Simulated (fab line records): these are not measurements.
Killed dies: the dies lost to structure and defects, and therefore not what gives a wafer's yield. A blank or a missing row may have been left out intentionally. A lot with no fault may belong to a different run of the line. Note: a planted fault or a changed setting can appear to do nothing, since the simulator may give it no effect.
Matching of chambers | flow n5 finfet | 4 sister chambers for N5_BEOL_M6_ETCH_65 on rie diel-05
The step etches SiARC in CF4, target depth 15.6 nm, time 26 s. 8 wafers are shown with their chamber, then 9 later ones without.

WAFERS WITH THEIR CHAMBER
wafer  | chamber | throttle valve pct (%) | showerhead plenum p Torr (Torr)
L079.1 | 3       | 15.38                  | 2.19
L088.5 | 1       | 16.05                  | 2.21
L086.1 | 0       | 15.28                  | 2.25
L086.3 | 2       | 15.49                  | 2.09
L086.5 | 2       | 15.49                  | 2.09
L090.1 | 3       | 15.44                  | 2.18
L090.2 | 0       | 15.31                  | 2.24
L090.3 | 1       | 16.08                  | 2.21

WAFERS WHOSE CHAMBER IS MISSING
wafer  | throttle valve pct (%) | showerhead plenum p Torr (Torr)
L091.1 | 15.34                  | 2.24
L091.3 | 15.52                  | 2.09
L091.6 | 15.33                  | 2.24
L092.1 | 15.35                  | 2.24
L092.4 | 14.98                  | 2.18
L092.6 | 16.10                  | 2.21
L093.3 | 15.51                  | 2.09
L093.4 | 14.97                  | 2.18
L093.5 | 15.52                  | 2.09

THE CHAMBER EACH PASSED THROUGH
wafer  | from the rows above     | in truth
L091.1 | 0                       | 0
L091.3 | 2                       | 2
L091.6 | 0                       | 0
L092.1 | 0                       | 0
L092.4 | can't be placed: 3 or 0 | 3
L092.6 | 1                       | 1
L093.3 | 2                       | 2
L093.4 | can't be placed: 3 or 0 | 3
L093.5 | 2                       | 2
7 of 9 placed correctly. Cannot be placed on the basis of these rows: 2; the candidates contain the true chamber in 2. Placed wrongly: 0.
How it was worked out, from the rows above alone: a wafer's distance from a chamber is the root of the sum, over the readings, of the square of ((its reading less the chamber's mean) divided by the reading's scatter). If the next closest chamber is less than 2 further off than the closest, the wafer can't be placed; otherwise it belongs to the closest. The mean given for a chamber averages the wafers shown for that chamber. The scatter: the root of (the sum of the squares of (reading less its chamber's mean) over the shown wafers, divided by (wafers less chambers)).
